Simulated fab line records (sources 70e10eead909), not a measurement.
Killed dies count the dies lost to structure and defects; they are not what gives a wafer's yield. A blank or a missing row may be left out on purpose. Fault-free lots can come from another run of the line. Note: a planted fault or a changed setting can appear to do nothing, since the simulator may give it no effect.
fab line records -- flow nand_harc
[record] lots = 7, wafers = 21, last_day = 24
route steps=1159 shown A_SLIT@783 END@1159
lots with no fault: from the same line, run without faults
start_h: hours from the record's opening day to when the first of the lot's shown wafers began -- wait_h: how many hours have passed since the lot's step before this one -- " unchanged from the row above -- L1.1+2: several wafers, shown together as one row -- - no value present, or no start provided -- * or withheld: withheld -- < > ~ a bound
route shown NAME@n: names a module that has steps shown in the file, with the first one's number in the route -- usual: mean/standard deviation taken from wafers without a fault -- same: alike in all rows -- chamber/n: place in a boat -- sites: readings site by site -- _std_site: the values' standard deviation -- _edge_site: inner sites' mean taken away from outer sites' mean -- radius_mm: for every site, how far away it sits from the centre of the wafer -- mask NAME#n: copy n -- behind: tool/chamber where the wafer was last shaped -- hold: what put the lot on hold/how long, in hours/how the hold closed -- device: the transistor (n, p or np) that didn't switch -- end of line: tests run on the same wafers once the route is complete -- a step without rows: its recipe alone -- killed: at the first sort, the dies lost to defects and structure; wafer yield is something else -- map: shows each die of a wafer: x if killed, . if not, _ if none is there
set.NAME: the run value of the setting; set.NAME@STEP: its run value at that earlier step -- model.NAME: the simulator's own value behind a step, which no gauge read
lots at some steps of the route; a table a step, a row a wafer
services: when a tool's chamber went out of use (start_h, in hours from the record's first day, below 0 if earlier), for how many hours, and the reason
[[steps]]
[step NHARC_A_SLIT_HMDS_02]
[recipe] time_s = 30
[step NHARC_A_SLIT_COAT_03]
[recipe] spin_rpm = 1500, resist_thk_nm = 90
[step NHARC_A_SLIT_SOFTBAKE_04]
[recipe] temp_c = 105, time_s = 55
[step NHARC_A_SLIT_EBR_05]
[step NHARC_A_SLIT_EXPOSE_06]
[recipe] na = 1.35, dose_mj = 60.82, mask_id = SLIT
[step NHARC_A_SLIT_PEB_07]
[recipe] peb_temp_c = 100, peb_time_s = 65
[step NHARC_A_SLIT_DEVELOP_08]
[recipe] develop_time_s = 35, dev_temp_c = 23
[step NHARC_A_SLIT_CD_MEAS_09]
[recipe] target_cd_nm = 300, landing_energy_ev = 500
[usual] cd_nm = 300.0/0.61
lot.wafer,tool,chamber,start_h,wait_h,cd_nm
L839.1,cd_sem-01,0,335.94,-,300.6
L839.2,cd_sem-01,0,335.94,-,299.9
L839.4,cd_sem-01,0,335.94,-,300.1
L841.1,cd_sem-01,0,336.10,-,299.7
L841.3,cd_sem-01,0,336.10,-,299.5
L841.5,cd_sem-01,0,336.10,-,299.5
L854.1,cd_sem-02,0,417.85,-,300.8
L854.3,cd_sem-02,0,417.85,-,299.8
L854.6,cd_sem-02,0,417.85,-,299.8
L856.2,cd_sem-01,0,419.80,-,300.9
L856.3,cd_sem-01,0,419.80,-,300.4
L856.6,cd_sem-01,0,419.80,-,300.2
L859.1,cd_sem-03,0,429.52,-,300.9
L859.3,cd_sem-03,0,429.52,-,301.4
L859.4,cd_sem-03,0,429.52,-,301.8
L860.2,cd_sem-01,0,448.99,-,299.9
L860.4,cd_sem-01,0,448.99,-,300.3
L860.6,cd_sem-01,0,448.99,-,299.1
L861.2,cd_sem-02,0,461.01,-,301.1
L861.3,cd_sem-02,0,461.01,-,299.8
L861.4,cd_sem-02,0,461.01,-,300.6
[step NHARC_A_SLIT_OVL_MEAS_10]
[usual] overlay_x_nm = -0.1/0.65, overlay_y_nm = 0.0/0.95
lot.wafer,tool,chamber,start_h,wait_h,overlay_x_nm,overlay_y_nm
L839.1,overlay-02,-,336.03,-,-0.5,-2.0
L839.2,overlay-02,-,336.03,-,-0.1,-1.9
L839.4,overlay-02,-,336.03,-,0.1,-2.1
L841.1,overlay-01,-,336.18,-,-0.7,0.5
L841.3,overlay-01,-,336.18,-,-0.5,0.4
L841.5,overlay-01,-,336.18,-,-0.7,0.2
L854.1,overlay-02,-,417.94,-,0.0,0.2
L854.3,overlay-02,-,417.94,-,-0.3,-0.5
L854.6,overlay-02,-,417.94,-,-0.1,-0.1
L856.2,overlay-02,-,419.89,-,1.0,-0.2
L856.3,overlay-02,-,419.89,-,0.1,-0.2
L856.6,overlay-02,-,419.89,-,0.2,-0.2
L859.1,overlay-02,-,429.61,-,0.1,1.4
L859.3,overlay-02,-,429.61,-,0.4,1.5
L859.4,overlay-02,-,429.61,-,0.3,1.6
L860.2,overlay-01,-,449.08,-,0.1,-1.7
L860.4,overlay-01,-,449.08,-,0.3,-1.6
L860.6,overlay-01,-,449.08,-,-0.1,-1.6
L861.2,overlay-02,-,461.09,-,-0.7,0.2
L861.3,overlay-02,-,461.09,-,0.2,0.3
L861.4,overlay-02,-,461.09,-,0.0,0.3
[step NHARC_A_SLIT_INSPECT_11]
[usual] raw_defect_count = 22/11
lot.wafer,tool,chamber,start_h,wait_h,raw_defect_count
L839.1,defect_inspect-01,-,336.06,0.0,14
L839.2,defect_inspect-01,-,336.06,0.0,10
L839.4,defect_inspect-01,-,336.06,0.0,4
L841.1,defect_inspect-02,-,336.22,0.0,11
L841.3,defect_inspect-02,-,336.22,0.0,14
L841.5,defect_inspect-02,-,336.22,0.0,5
L854.1,defect_inspect-01,-,417.97,0.0,43
L854.3,defect_inspect-01,-,417.97,0.0,45
L854.6,defect_inspect-01,-,417.97,0.0,49
L856.2,defect_inspect-02,-,419.92,0.0,17
L856.3,defect_inspect-02,-,419.92,0.0,15
L856.6,defect_inspect-02,-,419.92,0.0,17
L859.1,defect_inspect-01,-,429.64,0.0,28
L859.3,defect_inspect-01,-,429.64,0.0,17
L859.4,defect_inspect-01,-,429.64,0.0,16
L860.2,defect_inspect-01,-,449.13,0.1,15
L860.4,defect_inspect-01,-,449.13,0.1,21
L860.6,defect_inspect-01,-,449.13,0.1,12
L861.2,defect_inspect-01,-,461.13,0.0,18
L861.3,defect_inspect-01,-,461.13,0.0,16
L861.4,defect_inspect-01,-,461.13,0.0,18
[step NHARC_A_SLIT_DESCUM_14]
[recipe] time_s = 3, o2_flow_sccm = 200, ar_flow_sccm = 0, bias_power_w = 0, chemistry = O2
[usual] drypump_motor_current_A = 5.8/0.37, oes_product_au = 0.994/0.0091, rf_vpp_V = 57.7/0.9, showerhead_plenum_p_Torr = 1.93/0.094, throttle_valve_pct = 11.311/0.0085
lot.wafer,tool,chamber,start_h,wait_h,drypump_motor_current_A,oes_product_au,rf_hours_counter_h,rf_vpp_V,showerhead_plenum_p_Torr,throttle_valve_pct
L839.1,rie_diel-06,2,336.12,0.1,5.8,0.996,6,58.2,2.03,11.310
L839.2,rie_diel-06,3,336.12,0.1,5.7,0.997,6,58.3,1.97,11.303
L839.4,rie_diel-06,1,336.12,0.1,5.6,0.986,5,56.3,1.81,11.295
L841.1,rie_diel-01,1,336.30,0.1,6.0,1.000,1,57.9,1.95,11.323
L841.3,rie_diel-01,2,336.30,0.1,6.1,0.994,1,59.5,2.02,11.317
L841.5,rie_diel-01,0,336.30,0.1,6.0,0.997,-,58.3,2.05,11.308
L854.1,rie_diel-06,2,418.05,0.1,5.8,0.992,12,56.8,2.02,11.307
L854.3,rie_diel-06,3,418.05,0.1,5.7,1.008,12,56.8,1.96,11.318
L854.6,rie_diel-06,0,418.05,0.1,5.4,0.973,-,57.6,1.79,11.314
L856.2,rie_diel-01,0,419.99,0.1,6.1,0.990,10,59.2,2.05,11.316
L856.3,rie_diel-01,2,419.99,0.1,6.0,0.991,9,57.4,2.02,11.315
L856.6,rie_diel-01,0,419.99,0.1,6.1,0.993,-,58.2,2.05,11.331
L859.3,rie_diel-01,1,429.70,0.1,6.0,0.994,9,57.9,1.95,11.297
L859.4,rie_diel-01,2,429.70,0.1,6.0,0.994,9,57.7,2.02,11.307
L859.1,rie_diel-01,3,429.70,0.1,5.9,0.990,10,56.1,1.77,11.305
L860.2,rie_diel-13,3,449.21,0.1,5.8,0.986,7,58.4,1.95,11.328
L860.6,rie_diel-13,0,449.21,0.1,4.7,0.999,-,57.2,1.89,11.316
L860.4,rie_diel-13,3,449.21,0.1,5.8,0.978,-,57.9,1.95,11.306
L861.2,rie_diel-06,0,461.19,0.1,5.4,0.979,2,56.0,1.79,11.302
L861.3,rie_diel-06,3,461.19,0.1,5.8,0.993,2,58.4,1.96,11.315
L861.4,rie_diel-06,2,461.19,0.1,5.8,1.003,-,58.2,2.02,11.325
[step NHARC_A_SLIT_ETCH_24]
[recipe] target_depth_a = 1210, time_s = 60.5, cf4_flow_sccm = 100, chf3_flow_sccm = 30, ar_flow_sccm = 0, rf_w = 500, bias_w = 200, chemistry = CF4/CHF3
[usual] bias_w = 200.0/0.54, cf4_flow_sccm = 100.00/0.29, drypump_motor_current_A = 5.7/0.39, oes_product_au = 0.959/0.015, rf_vpp_V = 371.0/2.6, showerhead_plenum_p_Torr = 1.58/0.072, throttle_valve_pct = 16.803/0.0083
lot.wafer,tool,chamber,start_h,wait_h,bias_w,cf4_flow_sccm,drypump_motor_current_A,oes_product_au,rf_hours_counter_h,rf_vpp_V,showerhead_plenum_p_Torr,throttle_valve_pct
L839.2,rie_diel-06,1,336.21,0.1,200.0,100.28,5.6,0.966,5,368.5,1.49,16.809
L839.1,rie_diel-06,2,336.21,0.1,199.5,99.93,5.8,0.959,6,372.0,1.66,16.813
L839.4,rie_diel-06,3,336.21,0.1,199.4,99.53,5.7,0.964,6,372.4,1.61,16.819
L841.3,rie_diel-01,2,336.37,0.1,199.7,99.97,6.0,0.980,1,373.2,1.66,16.798
L841.1,rie_diel-01,0,336.37,0.1,199.2,100.08,6.1,0.962,1,374.7,1.68,16.806
L841.5,rie_diel-01,2,336.37,0.1,200.4,100.41,6.0,0.969,-,375.3,1.66,16.799
L854.1,rie_diel-06,3,418.13,0.1,198.8,99.89,5.7,0.993,12,370.4,1.61,16.793
L854.3,rie_diel-06,0,418.13,0.1,200.2,100.19,5.4,0.944,11,367.8,1.48,16.801
L854.6,rie_diel-06,2,418.13,0.1,200.0,99.67,5.8,0.967,-,372.8,1.66,16.811
L856.3,rie_diel-01,1,420.07,0.1,199.5,100.43,6.0,0.946,9,372.1,1.60,16.804
L856.2,rie_diel-01,3,420.07,0.1,200.1,100.27,5.9,0.961,9,367.7,1.46,16.821
L856.6,rie_diel-01,2,420.07,0.1,200.3,100.41,6.1,0.970,-,374.4,1.66,16.807
L859.4,rie_diel-01,2,429.82,0.1,200.1,100.48,6.0,0.939,9,372.3,1.66,16.793
L859.3,rie_diel-01,3,429.82,0.1,199.2,99.54,5.8,0.956,10,367.2,1.46,16.802
L859.1,rie_diel-01,0,429.82,0.1,200.7,99.65,6.1,0.948,10,376.1,1.68,16.807
L860.2,rie_diel-13,3,449.31,0.1,199.9,100.14,5.8,0.950,7,371.7,1.60,16.809
L860.6,rie_diel-13,1,449.31,0.1,200.5,100.21,5.9,0.956,-,370.6,1.57,16.813
L860.4,rie_diel-13,3,449.31,0.1,199.1,100.17,5.8,0.939,-,372.1,1.60,16.788
L861.3,rie_diel-06,0,461.29,0.1,200.0,99.86,5.4,0.938,2,368.2,1.48,16.797
L861.2,rie_diel-06,2,461.29,0.1,199.7,100.21,5.8,0.954,3,373.4,1.66,16.801
L861.4,rie_diel-06,3,461.29,0.1,200.4,100.02,5.7,0.947,-,372.6,1.61,16.797
[step NHARC_A_SLIT_ETCH_15]
[recipe] target_depth_a = 32000, over_etch_frac = 0.3, time_s = 832, ion_energy_ev = 150, o2_flow_sccm = 400, cos_flow_sccm = 20, ar_flow_sccm = 0, rf_w = 500, bias_w = 300, chemistry = O2/COS
[usual] bias_w = 300.1/0.83, drypump_motor_current_A = 5.8/0.38, oes_product_au = 0.993/0.0095, rf_vpp_V = 314.6/2.1, showerhead_plenum_p_Torr = 3.15/0.15, throttle_valve_pct = 28.331/0.0086
lot.wafer,tool,chamber,start_h,wait_h,bias_w,drypump_motor_current_A,oes_product_au,rf_hours_counter_h,rf_vpp_V,showerhead_plenum_p_Torr,throttle_valve_pct
L839.1,rie_diel-06,1,336.30,-,299.9,5.6,0.989,6,311.0,2.96,28.333
L839.4,rie_diel-06,2,336.30,-,300.1,5.8,0.984,6,316.2,3.30,28.343
L839.2,rie_diel-06,0,336.30,-,300.9,5.4,0.984,6,312.0,2.93,28.337
L841.1,rie_diel-01,2,336.51,-,300.3,6.1,0.998,1,315.3,3.29,28.344
L841.3,rie_diel-01,3,336.51,-,298.8,5.9,0.988,1,311.4,2.91,28.332
L841.5,rie_diel-01,2,336.51,-,299.8,6.1,0.989,-,316.5,3.29,28.327
L854.1,rie_diel-01,3,418.21,-,302.0,5.9,0.994,9,311.1,2.90,28.341
L854.3,rie_diel-01,1,418.21,-,300.5,6.0,0.973,9,315.6,3.17,28.346
L854.6,rie_diel-01,3,418.21,-,301.1,5.9,0.839,-,312.2,2.90,28.308
L856.2,rie_diel-01,3,420.15,-,299.8,5.9,0.852,9,312.3,2.90,28.333
L856.3,rie_diel-01,2,420.15,-,301.0,6.0,0.989,9,316.4,3.29,28.326
L856.6,rie_diel-01,3,420.15,-,300.3,5.9,0.839,-,310.6,2.90,28.321
L859.3,rie_diel-01,3,429.90,-,299.1,5.9,0.995,10,311.1,2.90,28.339
L859.4,rie_diel-01,0,429.90,-,299.6,6.1,0.843,11,317.1,3.33,28.319
L859.1,rie_diel-01,1,429.90,-,299.7,6.0,0.983,9,314.1,3.17,28.325
L860.2,rie_diel-13,1,449.55,-,299.4,5.9,0.994,7,314.4,3.11,28.337
L860.4,rie_diel-13,3,449.55,-,299.1,5.8,0.985,-,314.4,3.18,28.318
L860.6,rie_diel-13,0,449.55,-,300.4,4.7,1.008,-,313.3,3.09,28.345
L861.3,rie_diel-06,3,461.47,-,301.2,5.7,0.985,2,315.1,3.20,28.356
L861.2,rie_diel-06,0,461.47,-,299.5,5.4,0.976,2,312.5,2.93,28.328
L861.4,rie_diel-06,3,461.47,-,299.9,5.7,0.987,-,315.2,3.20,28.321
[step NHARC_A_SLIT_ETCH_17]
[recipe] bias_v = 900, source_w = withheld, pressure_mtorr = 20, ar_flow_sccm = 375, c4f8_flow_sccm = 83.3, o2_flow_sccm = 41.7, time_s = 1687.5, target_depth_a = 1.01e+05, chemistry = C4F8/O2/Ar
[usual] drypump_motor_current_A = 5.6/0.54, showerhead_plenum_p_Torr = 3.68/0.062, throttle_valve_pct = 32.045/0.0088
lot.wafer,tool,chamber,start_h,wait_h,drypump_motor_current_A,rf_hours_counter_h,showerhead_plenum_p_Torr,throttle_valve_pct
L839.2,har_etch-02,1,336.89,-,6.4,176,3.62,32.062
L839.1,har_etch-02,0,336.89,-,5.0,176,3.70,32.043
L839.4,har_etch-02,1,336.89,-,6.4,-,3.62,32.036
L841.1,har_etch-01,1,338.37,-,5.7,10,3.78,32.044
L841.3,har_etch-01,0,338.37,-,5.2,-,3.66,32.048
L841.5,har_etch-01,0,338.37,-,5.2,-,3.66,32.033
L854.1,har_etch-02,1,419.05,-,6.4,213,3.60,32.052
L854.3,har_etch-02,0,419.05,-,5.0,-,3.68,32.055
L854.6,har_etch-02,0,419.05,-,5.0,-,3.68,32.043
L856.2,har_etch-01,0,421.01,-,5.2,50,3.64,32.036
L856.3,har_etch-01,1,421.01,-,5.7,-,3.76,32.045
L856.6,har_etch-01,1,421.01,-,5.7,-,3.76,32.059
L859.1,har_etch-01,1,431.93,-,5.7,53,3.76,32.037
L859.4,har_etch-01,0,431.93,-,5.2,-,3.63,32.061
L859.3,har_etch-01,1,431.93,-,5.7,-,3.76,32.059
L860.2,har_etch-01,0,450.37,-,5.2,62,3.63,32.045
L860.4,har_etch-01,0,450.37,-,5.2,-,3.63,32.040
L860.6,har_etch-01,1,450.37,-,5.7,-,3.76,32.056
L861.2,har_etch-01,0,464.72,-,5.1,68,3.63,32.036
L861.3,har_etch-01,1,464.72,-,5.7,-,3.75,32.038
L861.4,har_etch-01,0,464.72,-,5.1,-,3.63,32.037
[step NHARC_END_SORT_01]
[recipe] temp_c = 25
[usual] killed_at_array = 29/11, killed_at_other = 0.7/1.1, killed_at_periphery = 3.1/2, killed_dies = 33/11, killed_open = 3.5/1.8, killed_short = 2.0/1.4
[same] gross_dies = 677
lot.wafer,tool,chamber,start_h,wait_h,killed_at_array,killed_at_other,killed_at_periphery,killed_dies,killed_open,killed_short
L854.6,prober-01,0,550.61,4.0,535,0,1,536,2,2
L859.1,prober-02,0,553.80,2.5,27,3,2,32,3,3
L859.3,prober-02,0,555.38,3.1,27,2,4,33,5,4
L859.4,prober-02,0,556.17,3.4,531,3,2,536,4,1
L856.2,prober-02,0,562.33,2.8,545,1,3,549,5,1
L856.6,prober-02,0,565.53,4.0,547,2,3,552,3,4
// killed by level:class
L854.6 A_SLIT:area_etch=480 A_CHANNEL_HOLE_D1:chamber_film_flake=20 A_SLIT:chamber_film_flake=18 A_STAIRCASE:chamber_film_flake=13 P_M0:geometric_particle:open=1 A_CHANNEL_FILL_D1:geometric_particle:open=1 A_CONTACT:geometric_particle:short=1 A_M0:geometric_particle:short=1
L859.1 A_CHANNEL_HOLE_D1:chamber_film_flake=11 A_CONTACT:chamber_film_flake=4 A_STAIRCASE:chamber_film_flake=3 THIN_TSV:chamber_film_flake=3 A_CONTACT:geometric_particle:open=2 A_SOURCE_PLATE:geometric_particle:short=1 A_ONON_D1:geometric_particle:short=1 A_CHANNEL_FILL_D1:geometric_particle:open=1
L859.3 A_CONTACT:chamber_film_flake=9 A_STAIRCASE:chamber_film_flake=6 A_CHANNEL_HOLE_D1:chamber_film_flake=5 A_ONON_D1:geometric_particle:open=2 THIN_TSV:chamber_film_flake=2 P_CONTACT:geometric_particle:short=1 P_M0:geometric_particle:short=1 P_M2:geometric_particle:open=1
L859.4 A_SLIT:area_etch=514 A_STAIRCASE:chamber_film_flake=9 THIN_TSV:chamber_film_flake=3 A_CHANNEL_HOLE_D1:chamber_film_flake=2 A_CONTACT:chamber_film_flake=2 P_CONTACT:geometric_particle:short=1 P_M0:geometric_particle:open=1 A_ONON_D1:geometric_particle:open=1
L856.2 A_SLIT:area_etch=531 A_STAIRCASE:chamber_film_flake=4 P_GATE:chamber_film_flake=3 A_CHANNEL_HOLE_D1:chamber_film_flake=3 A_M0:geometric_particle:open=2 A_ONON_D1:geometric_particle:open=1 A_CHANNEL_FILL_D1:geometric_particle:open=1 A_WL_FILL:geometric_particle:short=1
L856.6 A_SLIT:area_etch=525 A_STAIRCASE:chamber_film_flake=7 A_CHANNEL_HOLE_D1:chamber_film_flake=5 A_WL_FILL:geometric_particle:short=2 P_GATE:chamber_film_flake=2 A_ZERO_WELL:chamber_film_flake=2 A_CONTACT:chamber_film_flake=2 THIN_TSV:chamber_film_flake=2
// map L854.6 (x killed, . not)
____________.____________
_________..x...._________
_______...xx......_______
______x.x....x.x...______
_____...x...xx...xx._____
____.x...xxx.xxxxxxx.____
____xx....xxx.x.x.x.x____
___...xxxxxx...xxxx...___
___x.x.....xxxxxxxx...___
__..x.xxxxxxx.xx....xxx__
__..xxxxxxxxxxxxxxxxxx.__
_....xxxxx.xxxxxxxxxx..._
_..xxxxxxxxxx.xxxxxxx..x_
_.xxxxxx.xxxxxxxxx.x..xx_
_..x.xxxxx.xxxxxxxxx.xxx_
_..xxxxxxxxxxxxxxxxxxxxx_
..xxxxxxxxxxxxxxxxxxx.xxx
..xxx.xxxxxxxxxxxxxxxxx.x
..x.xxxxxxxxxxxxxxxxxxxxx
.xxxxxxxxxxxxxxxxxxxx..xx
...x.xxxxxxxxxxxxxxxxx...
_xxxxxxxxxxxx.xxxxxxxxxx_
_x.xxxxxxxxxxxxxxxxxxxx._
_.xxxxxxxxxxxxxxxxxxx.xx_
_x.xxxxxxxxxxxxx.xxxxxxx_
_xxxxxxxxxxxxxxxxxxxx.xx_
__xxxxxxxxxxxxxxxxxxxxx__
__.x.x.xxxxxxxxxxxxxxxx__
___xxxxxxxxxxxxxxxxxxx___
___xxxxxxxxxxxxxxxx.x.___
____xxxxxxxxxxxxxxxxx____
____xxxxxxxxxxxxxxx.x____
_____xxxxxxxxxxxx.xx_____
______xxxxxxxx.xxxx______
_______xxx.xxxxxxx_______
_________xxxxxx._________
____________x____________
// map L856.6 (x killed, . not)
____________.____________
_________..x..xx_________
_______x.x..x.xx.x_______
______x.xxxxx......______
_____.xxx.xx.xx.xxxx_____
____xx.xxxxxxx.xxxx..____
____xx.xxxxxxx.xxxx.x____
___xxx.x.xx..xxxx.xx..___
___xxxx.xxxxxxxxxxxxxx___
__xxxxxxxxxxxxxxx.x...x__
__xx..xxxxxxxxxxx.xxxxx__
_..xxxxx.xxxxxxxx.x.x.xx_
_xxxx.xxxxxxxxxxxxxxxxx._
_x.xxx.xxxxxxxxxxxxxxxxx_
_.xxxxxxxxxxx.xxxxxxx.x._
_.xxxxxxxxxxxxxxxxxxx..._
..xxxxxxxxxxxxxxxxxx.xx.x
.xxxxxxxxxxxxxxxxxxxxxx.x
..xx.xxxxxxxxxxxxxxxxx.xx
.xxxxxxxxxxxxxxxxxxxxx...
x.xxxxxxxxxxxxxxxxxxx..x.
_xxxxxxxxxxxxxxxxxxxxxx._
_x.xxxxx..xxxxxxxxxxxxxx_
_xxxxxxxxxxxxxxxxxxxxx.._
_xxxxxxxxxxxxxxxx..xxx.._
_.xxxxxxxxxx.xxxxxxxx.x._
__..xxxxx..xxxxxxxxxx..__
__.xxxxxxxxxxxxxxxxxxxx__
___xxxxxxxxxxxxxxxxxxx___
___xx..xxxxxxxxxxxxx.x___
____xxxxxxxxxxxxxxxxx____
____xxxxxxxxxxxxxxx..____
_____.xxxx.xxxxxxx.x_____
______...x.xxx.x...______
_______xx..x...xxx_______
_________x....xx_________
____________x____________
[[services]]
tool,chamber,start_h,hours,kind
rie_diel-01,-,314.92,9.0,pm
rie_diel-01,0,314.92,9.0,vent_cycle
rie_diel-01,1,314.92,9.0,vent_cycle
rie_diel-01,2,314.92,9.0,vent_cycle
rie_diel-01,3,314.92,10.2,vent_cycle
rie_diel-01,0,323.92,-,clean
rie_diel-01,1,323.92,-,clean
rie_diel-01,2,323.92,-,clean
rie_diel-13,3,344.20,15.7,repair
rie_diel-01,0,348.42,-,clean
rie_diel-01,1,348.42,-,clean
rie_diel-01,2,348.42,-,clean
rie_diel-01,3,348.42,-,clean
rie_diel-06,2,367.39,9.9,repair
rie_diel-01,0,372.92,-,clean
rie_diel-01,1,372.92,-,clean
rie_diel-13,0,373.37,1.5,repair
rie_diel-13,-,385.92,1.1,repair
rie_diel-06,-,418.20,9.0,pm
rie_diel-13,1,424.35,4.3,repair
rie_diel-06,3,435.49,3.0,repair
rie_diel-13,2,446.51,4.8,repair
rie_diel-13,-,453.00,9.0,pm
rie_diel-06,1,459.81,8.5,repair
[[key]]
[first_sign] step = NHARC_A_SLIT_ETCH_15, reading = oes_product_au, direction = down, sigmas = 16, usual = 0.993, struck = 0.843
[effect] step = NHARC_END_SORT_01, reading = killed_dies, direction = up, sigmas = 48, usual = 33, struck = 543
[more_kills_born_at] NHARC_A_SLIT_ETCH_15@rie_diel-01 = 2050
met_at NHARC_A_SLIT_ETCH_15
struck_wafers L854.6,L856.2,L856.6,L859.4
later_rows_left_out L854.6,L856.2,L856.6,L859.4
tester_left_out L854,L856,L859
onset_between 336.51 418.21
[fault] kind = process_parameter_drift, tool = rie_diel-01, chamber = -, onset_h = 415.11, steps = NHARC_A_SLIT_ETCH_15, channel = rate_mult, offset = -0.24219, shape = step, end_h = 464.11, scope = struck_wafers_only
// tester_left_out: of these lots the tester's yield and bins aren't shown, on N5 and GAA mostly nor the transistor test; their killed dies are dies lost to structure and defects alone, not to doping, threshold or leakage, so they don't give the yield
// later_rows_left_out: the simulator's readings of these wafers behind a module that went badly wrong aren't trusted and aren't shown, but for the sort
